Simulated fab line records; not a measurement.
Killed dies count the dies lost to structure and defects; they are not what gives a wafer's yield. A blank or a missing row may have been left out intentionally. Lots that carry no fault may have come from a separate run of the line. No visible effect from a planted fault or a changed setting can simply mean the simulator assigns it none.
Chamber matching ; flow nand_harc ; 4 sister chambers for NHARC_A_CONTACT_ETCH_31 on rie_diel-11
The step etches the open film in O2/COS, target depth 2800 nm, time 728 s. 14 wafers are shown with their chamber, then 7 later ones without.

== WAFERS PAIRED WITH THEIR CHAMBERS ==
wafer;chamber;showerhead_plenum_p_Torr (Torr);throttle_valve_pct (%);run_length_s (s)
L454.4;3;3.04;28.323;749.5
L454.5;2;3.00;28.343;749.2
L454.6;3;3.04;28.322;750.0
L459.1;1;3.08;28.347;749.9
L459.5;1;3.08;28.342;749.4
L459.6;0;2.92;28.343;749.2
L460.1;0;2.91;28.329;749.6
L460.2;2;3.00;28.324;749.4
L460.5;2;3.00;28.324;749.4
L472.4;3;3.03;28.328;749.7
L472.5;2;2.99;28.336;749.3
L472.6;3;3.03;28.318;749.6
L473.1;1;3.07;28.336;749.6
L473.2;0;2.91;28.324;749.4

SIGNATURES (averages over the wafers above)
reading;chamber 0;chamber 1;chamber 2;chamber 3;scatter within a chamber
showerhead_plenum_p_Torr;2.9133;3.0767;2.9975;3.0350;0.00555
throttle_valve_pct;28.33200;28.34167;28.33175;28.32275;0.00755
run_length_s;749.400;749.633;749.325;749.700;0.193
Rule: for a wafer and a chamber, the distance is found by dividing, reading by reading, the gap between the wafer's reading and the chamber's mean by the reading's scatter, squaring, summing and taking the root. If the next closest chamber is less than 2 further off than the closest, the wafer can't be placed; otherwise it belongs to the closest. How the scatter is found: for the shown wafers, subtract from each reading the mean of its chamber, square and add these, divide the total by (wafers less chambers), then take the root.

== WAFERS WITH NO CHAMBER GIVEN ==
wafer;showerhead_plenum_p_Torr (Torr);throttle_valve_pct (%);run_length_s (s)
L473.4;3.02;28.325;749.4
L474.1;3.07;28.327;749.4
L474.3;2.91;28.331;749.3
L474.4;3.02;28.329;749.5
L476.3;3.07;28.345;749.6
L476.4;3.02;28.331;749.6
L476.5;2.90;28.335;749.4

== THE CHAMBER EACH PASSED THROUGH ==
wafer;from the rows above;in truth
L473.4;can't be placed: 3 or 2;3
L474.1;1;1
L474.3;0;0
L474.4;can't be placed: 3 or 2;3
L476.3;1;1
L476.4;can't be placed: 3 or 2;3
L476.5;0;0
4 of 7 placed correctly. These rows do not allow placing 3 (true chamber among the candidates in 3). Wrongly placed: 0.
